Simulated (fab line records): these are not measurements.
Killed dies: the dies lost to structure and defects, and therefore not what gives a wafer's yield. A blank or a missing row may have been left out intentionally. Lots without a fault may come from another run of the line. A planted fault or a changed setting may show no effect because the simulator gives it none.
A lot that was struck, set against a sound lot	flow n5 finfet	16 out of 1938 route steps
Sound: these wafers, L314.1, L314.2, L314.3. The struck wafers were L326.1, L326.2, L326.4. At the end, the cause is stated.
For every step that has rows: the tool of each side, followed by ch and its chambers, followed by its first start. Under that, the readings that differ: sound wafers	struck wafers	difference of the means	sigmas: that difference in standard deviations of wafers without a fault.
alike: a reading whose means differ by less than 2 such deviations, as well as words and numbers matching on both sides. not compared: withheld readings; readings where some wafer has no value; bounds like >300 that might hide an equal value; numbers whose values overlap and for which the record gives no deviation.
Wherever a step has rows on one side only, a row that says differs or no value, or a row with sigmas, the two part there. Numbers that have no deviation but don't overlap get no sigmas and don't part them. Lack of a reading on every wafer of one side parts them only where that side has two or more wafers.

first, 8 steps without rows for these wafers: N5_HKMG_FIN_COAT_41 (time 60 s, resist thk 300 nm); N5_HKMG_FIN_COAT_42 (time 60 s, resist thk 35 nm); N5_HKMG_FIN_COAT_43 (resist thk 90 nm); N5_HKMG_FIN_EBR_45; N5_HKMG_FIN_SOFTBAKE_44 (time 60 s); N5_HKMG_FIN_EXPOSE_46 (exposes mask NDIPOLE); N5_HKMG_FIN_PEB_47 (peb time 60 s); N5_HKMG_FIN_DEVELOP_48 (develop time 30 s).
N5_HKMG_FIN_CD_MEAS_49: target cd 202 nm.
  sound on cd sem-01 ch 0, day 4 06:40; struck on cd sem-02 ch 0, day 7 07:59
  alike: cd nm
N5_HKMG_FIN_OVL_MEAS_50:
  sound on overlay-02 ch 0, day 4 06:41; struck on overlay-01 ch 0, day 7 08:01
  alike: NDIPOLE_OVL
N5_HKMG_FIN_INSPECT_61: inspects for defects (macro).
  struck on defect inspect-01, day 7 08:02; sound on defect inspect-02, day 4 06:43
  alike: raw defect count
N5_HKMG_FIN_DESCUM_53: chemistry O2, time 7.9 s.
  sound on rie diel-01 ch 0,2,3, day 4 06:47; struck on rie diel-03 ch 1,2, day 7 08:22
  alike: drypump motor current A, o2 flow sccm, oes product au, rf vpp V, showerhead plenum p Torr, throttle valve pct
  not compared: rf hours counter h
N5_HKMG_FIN_ETCH_54: etches SiARC in CF4, target depth 45.5 nm, time 75.8 s.
  sound on rie diel-01 ch 0,2,3, day 4 06:49; struck on rie diel-03 ch 1,2, day 7 08:25
reading	sound	struck	difference	sigmas
etch rf on time s (s)	74.8 75.3 78.6	50.4 49.2 49.4	-26.6	-17
oes product au (a.u.)	0.65 0.66 0.59	0.97 0.77 0.77	+0.20	+3
rf fwd power W (W)	542.2 540.8 541.8	863.3 862.7 864.3	+321.8	+99 or more
rf vpp V (V)	184.9 185.9 185.1	155.6 156.0 158.5	-28.6	-31
  alike: drypump motor current A, showerhead plenum p Torr, throttle valve pct
  not compared: rf hours counter h
N5_HKMG_FIN_ETCH_55: etches SOC in N2/H2, target depth 240 nm, time 300 s.
  sound on rie diel-01 ch 0,2,3, day 4 06:53; struck on rie diel-03 ch 1,2, day 7 08:28
  alike: drypump motor current A, oes product au, rf fwd power W, rf vpp V, showerhead plenum p Torr, throttle valve pct
  not compared: rf hours counter h
-- the record jumps here: 4 days lie between the struck wafers' starts before and after (it left off in module HKMG_FIN and takes up again in module BEOL_M4, whose first step shown is number 1111 of the route) --
N5_BEOL_M4_RC_MEAS_101:
  sound on prober-02 ch 0, day 8 08:07; struck on prober-01 ch 0, day 10 23:15
  alike: DIBL_N, DIBL_P, IOFF_N, IOFF_P, ION_N, ION_P, SS_N, SS_P, VT_N, VT_P
-- the record jumps here: 4 days lie between the struck wafers' starts before and after (it left off in module BEOL_M4 and takes up again in module PASSIVATION, whose first step shown is number 1936 of the route) --
N5_PASSIVATION_PROBE_49:
  struck on prober-02, day 15 00:26; sound on prober-01, day 12 07:02
reading	sound	struck	difference	sigmas
killed at other	2 6 7	17 12 5	+6	+2
  alike: defect limited yield, killed_at_M0_to_M3, killed_at_M4_up, killed at contacts, killed at front end, killed dies, killed open, killed short, sort_bin_5_function, sort_bin_6_memory, sort_bin_8_speed, sort n pass, sort yield pct

## WHERE THEY PART
At N5_HKMG_FIN_ETCH_54 first; at N5_PASSIVATION_PROBE_49 last (within this record only).

WHY: what the simulator had put in
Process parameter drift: rie diel-03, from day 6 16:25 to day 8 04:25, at N5_HKMG_FIN_ETCH_54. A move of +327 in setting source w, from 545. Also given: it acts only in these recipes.
